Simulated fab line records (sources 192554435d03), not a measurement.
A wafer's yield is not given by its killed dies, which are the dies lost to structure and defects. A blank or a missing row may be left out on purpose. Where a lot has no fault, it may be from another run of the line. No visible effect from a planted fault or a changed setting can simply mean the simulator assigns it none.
Matching of chambers | flow n5Finfet | N5_MOL_CONTACT_COAG_ETCH_67 on rieDiel-05: 4 sister chambers
The step etches SOC in N2/H2, target depth 60 nm, overetch 21 nm, time 101.2 s. 4 wafers are shown with their chamber, then 7 later ones without.

## WAFERS PAIRED WITH THEIR CHAMBERS
wafer  | chamber | showerheadPlenumPTorr (Torr)
L075.1 | 2       | 2.65
L082.4 | 3       | 2.72
L083.1 | 1       | 2.48
L083.3 | 0       | 2.50

## WAFERS WITH NO CHAMBER GIVEN
wafer  | showerheadPlenumPTorr (Torr)
L083.5 | 2.48
L087.3 | 2.49
L087.4 | 2.72
L087.5 | 2.48
L089.2 | 2.48
L089.4 | 2.49
L089.5 | 2.63

## CHAMBER TAKEN BY EACH
wafer  | from the rows above     | in truth
L083.5 | 1                       | 1
L087.3 | can't be placed: 0 or 1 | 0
L087.4 | 3                       | 3
L087.5 | 1                       | 1
L089.2 | 1                       | 1
L089.4 | can't be placed: 0 or 1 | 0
L089.5 | 2                       | 2
Correctly placed: 5 of 7. Cannot be placed on the basis of these rows: 2; the candidates contain the true chamber in 2. Placed wrongly: 0.
How it was worked out, from the rows above alone: a wafer's distance from a chamber is the root of the sum, over the readings, of the square of ((its reading less the chamber's mean) divided by the reading's scatter). The wafer belongs to the nearest chamber; if the next one is less than 2 further off, it can't be placed. For every chamber, the mean is computed from those of its wafers that are shown. The scatter: with one shown wafer a chamber, the root of the mean of the squares of how far each hidden wafer lies from its nearest shown one.
